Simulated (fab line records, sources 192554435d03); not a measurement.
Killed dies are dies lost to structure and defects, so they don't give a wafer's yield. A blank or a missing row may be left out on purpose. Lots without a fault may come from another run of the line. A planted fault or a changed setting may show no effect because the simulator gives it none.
Chamber matching | flow n5_finfet | N5_BEOL_M11_ETCH_62 on rie_diel-02: 4 sister chambers
The step etches SOC in N2/H2, target depth 110 nm, overetch 22 nm, time 165 s. 16 wafers are shown with their chamber, then 8 later ones without.

WAFERS WITH THEIR CHAMBER
wafer  | chamber | throttle_valve_pct (%) | showerhead_plenum_p_Torr (Torr) | oes_product_au (a.u.)
L074.4 | 0       | 18.23                  | 2.38                            | 0.58
L074.5 | 0       | 18.22                  | 2.38                            | 0.58
L074.6 | 1       | 17.62                  | 2.44                            | 0.64
L076.3 | 2       | 18.08                  | 2.64                            | 0.60
L076.4 | 3       | 17.88                  | 2.49                            | 0.56
L076.5 | 1       | 17.61                  | 2.43                            | 0.63
L077.2 | 3       | 17.87                  | 2.48                            | 0.56
L077.3 | 1       | 17.63                  | 2.43                            | 0.63
L077.6 | 3       | 17.85                  | 2.48                            | 0.56
L083.2 | 1       | 17.67                  | 2.43                            | 0.61
L083.3 | 0       | 17.88                  | 2.70                            | 0.80
L083.5 | 1       | 17.65                  | 2.43                            | 0.62
L084.1 | 2       | 18.10                  | 2.63                            | 0.59
L084.3 | 0       | 17.90                  | 2.70                            | 0.78
L084.6 | 1       | 17.66                  | 2.43                            | 0.61
L085.3 | 1       | 17.67                  | 2.43                            | 0.61

SIGNATURES (means of the wafers above)
reading                  | chamber 0 | chamber 1 | chamber 2 | chamber 3 | scatter within a chamber
throttle_valve_pct       | 18.0575   | 17.6443   | 18.0900   | 17.8667   | 0.0986
showerhead_plenum_p_Torr | 2.5400    | 2.4314    | 2.6350    | 2.4833    | 0.0925
oes_product_au           | 0.6850    | 0.6214    | 0.5950    | 0.5600    | 0.0614
Rule: a wafer's distance from a chamber is the root of the sum, over the readings, of the square of ((its reading less the chamber's mean) divided by the reading's scatter). The wafer belongs to the nearest chamber; if the next one is less than 2 further off, it can't be placed. The scatter: the root of (the sum of the squares of (reading less its chamber's mean) over the shown wafers, divided by (wafers less chambers)).

WAFERS WITHOUT THEIR CHAMBER
wafer  | throttle_valve_pct (%) | showerhead_plenum_p_Torr (Torr) | oes_product_au (a.u.)
L085.4 | 17.45                  | 2.48                            | 0.81
L085.6 | 17.89                  | 2.69                            | 0.77
L088.3 | 17.66                  | 2.43                            | 0.61
L088.4 | 17.47                  | 2.48                            | 0.81
L088.6 | 17.89                  | 2.69                            | 0.77
L090.2 | 17.91                  | 2.69                            | 0.76
L090.4 | 17.70                  | 2.42                            | 0.61
L090.6 | 17.49                  | 2.48                            | 0.78

WHICH CHAMBER EACH WENT THROUGH
wafer  | from the rows above               | in truth
L085.4 | 1                                 | 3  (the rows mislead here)
L085.6 | can't be placed: 0 or 2 or 3 or 1 | 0
L088.3 | 1                                 | 1
L088.4 | 1                                 | 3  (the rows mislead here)
L088.6 | can't be placed: 0 or 2 or 3 or 1 | 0
L090.2 | can't be placed: 0 or 2 or 3 or 1 | 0
L090.4 | can't be placed: 1 or 3           | 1
L090.6 | 1                                 | 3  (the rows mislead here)
Placed correctly: 1 of 8. Can't be placed from these rows: 4 (the true chamber is among the candidates in 4). Placed wrongly: 3.
